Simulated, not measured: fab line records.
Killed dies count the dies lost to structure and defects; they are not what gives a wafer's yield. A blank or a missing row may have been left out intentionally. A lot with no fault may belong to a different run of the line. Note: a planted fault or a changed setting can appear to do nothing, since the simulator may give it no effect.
Matching of chambers    flow n5 finfet    rie diel-06 running N5_BEOL_M1_ETCH_64: 4 sister chambers
The step etches SOC in N2/H2, target depth 75 nm, overetch 15 nm, time 112.5 s. 4 wafers are shown with their chamber, then 9 later ones without.

== WAFERS PAIRED WITH THEIR CHAMBERS ==
wafer   chamber  drypump motor current A (A)
L079.5  2        5.9
L092.1  0        5.1
L092.2  1        6.6
L092.3  3        6.5

== WAFERS WITH NO CHAMBER GIVEN ==
wafer   drypump motor current A (A)
L092.4  5.9
L092.5  6.5
L092.6  5.8
L097.1  6.5
L097.2  6.6
L097.3  5.1
L097.4  5.9
L097.5  6.6
L097.6  5.1

== EACH ONE'S CHAMBER ==
wafer   from the rows above  in truth
L092.4  2                    2
L092.5  3                    3
L092.6  2                    2
L097.1  3                    3
L097.2  1                    1
L097.3  0                    0
L097.4  2                    2
L097.5  1                    1
L097.6  0                    0
Placed correctly: 9 of 9. Left unplaced by these rows: 0. 0 placed wrongly.
How it was worked out, from the rows above alone: a wafer's distance from a chamber is the root of the sum, over the readings, of the square of ((its reading less the chamber's mean) divided by the reading's scatter). If the next closest chamber is less than 2 further off than the closest, the wafer can't be placed; otherwise it belongs to the closest. For every chamber, the mean is computed from those of its wafers that are shown. The scatter: root of mean squared gap, hidden wafer to nearest shown wafer, with one shown wafer a chamber.
